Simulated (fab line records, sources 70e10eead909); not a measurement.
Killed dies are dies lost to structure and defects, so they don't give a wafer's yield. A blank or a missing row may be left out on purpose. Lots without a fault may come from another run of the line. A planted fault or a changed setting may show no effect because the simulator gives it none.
One fault seen from 2 desks | flow nand_harc | each desk has only its own numbers; what lay behind them comes last

THE TOOL OWNER'S DESK: fcvd-01
The tool's own readings at NHARC_A_SGD_CUT_DEP_20 (deposits SiO2, target thk 150 nm): means of the sampled wafers that have a number, for each lot that ran on this tool. A lot is out of limits, marked OUT, if its mean lies more than 4 standard deviations from the usual mean; the brackets give that distance.
Columns: A = susceptor_temp_C at NHARC_A_SGD_CUT_DEP_20, usual 64.96 C
lot  | first seen here | A
L372 | day 14 17:21    | 64.95
L382 | day 16 03:47    | 64.77
L383 | day 17 01:55    | 65.00
L384 | day 17 02:08    | 64.95
This desk's finding: nothing out of limits on any of the 4 lots.

THE METROLOGY DESK
What the gauges read, lot by lot, whatever tool the lot ran on: means of the sampled wafers that have a number. A lot is out of limits, marked OUT, if its mean lies more than 4 standard deviations from the usual mean; the brackets give that distance.
Columns: A = cd_nm at NHARC_THIN_TSV_CD_MEAS_16, usual 1000.6 nm
lot  | first seen here | A
L374 | day 18 23:53    | 1000.6
L373 | day 19 05:32    | 1002.5
L372 | day 19 07:50    | 997.5
L371 | day 19 09:04    | 1000.0
L375 | day 19 11:53    | 1000.0
L376 | day 19 18:31    | 1002.2
L377 | day 20 03:30    | 1000.7
L380 | day 21 04:09    | 1002.2
L379 | day 21 08:11    | 999.7
L382 | day 21 09:50    | 1001.4
L381 | day 21 18:23    | 1001.7
L383 | day 21 19:14    | 999.8
L384 | day 22 03:55    | 1000.0
L386 | day 23 01:45    | 1002.0
L388 | day 23 04:09    | 1003.1
This desk's finding: nothing out of limits on any of the 15 lots.

PUT TOGETHER
The tool owner's desk saw nothing out of limits.
The metrology desk saw nothing out of limits.

WHAT THE SIMULATOR HAD PUT IN
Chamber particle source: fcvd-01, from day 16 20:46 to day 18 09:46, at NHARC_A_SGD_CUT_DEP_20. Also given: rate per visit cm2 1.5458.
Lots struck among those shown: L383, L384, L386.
